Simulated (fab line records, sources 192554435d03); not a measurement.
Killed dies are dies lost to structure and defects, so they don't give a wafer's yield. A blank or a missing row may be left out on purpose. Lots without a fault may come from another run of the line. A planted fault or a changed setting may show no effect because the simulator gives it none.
Which tool did it? | flow n5_finfet | 10 lots, 30 wafers sampled, at 1 step of a route of 1938

WHAT THE GAUGES READ, wafer by wafer
N5_BEOL_M2_CD_MEAS_35: target cd 18 nm, target cd y 22.2 nm.
lot  | measured     | on        | cd_nm (nm)
L518 | day 8 03:01  | cd_sem-01 | 17.57 17.91 17.76
L521 | day 9 12:13  | cd_sem-01 | 18.44 17.86 18.10
L526 | day 10 09:01 | cd_sem-03 | 17.87 18.08 18.11
L536 | day 11 11:38 | cd_sem-01 | 18.44 17.58 17.66
L533 | day 11 21:35 | cd_sem-02 | 18.27 18.26 17.77
L537 | day 12 23:11 | cd_sem-02 | 18.19 17.77 17.75
L539 | day 13 04:22 | cd_sem-03 | 18.25 18.53 18.51
L523 | day 13 09:03 | cd_sem-01 | 18.03 17.88 17.90
L540 | day 13 17:56 | cd_sem-03 | 17.82 17.83 18.37
L538 | day 13 18:01 | cd_sem-02 | 18.17 18.55 18.50

WHICH TOOL RAN EACH LOT (tool, then ch and the chambers of the sampled wafers, then the start)
The record holds no process step before these readings.

THE ANSWER, worked out from the rows above alone
Rule: what is usual is taken from the lots themselves. Put in order of their means at a reading, lots are off if they are a third of the lots or fewer, leave a main group of 4 or more, and stand apart from it by a gap of 3 or more times the standard deviation of the main group's means; of several such gaps the widest counts. A main group whose means are all the same, to the digits that the tables above print for the reading, isn't used. A lot without any number at a reading at which 4 lots or more have one is off too. The other lots that the step has rows for count as sound.
No lot is off at any reading shown: from this, nothing can be told.

WHAT THE SIMULATOR HAD PUT IN
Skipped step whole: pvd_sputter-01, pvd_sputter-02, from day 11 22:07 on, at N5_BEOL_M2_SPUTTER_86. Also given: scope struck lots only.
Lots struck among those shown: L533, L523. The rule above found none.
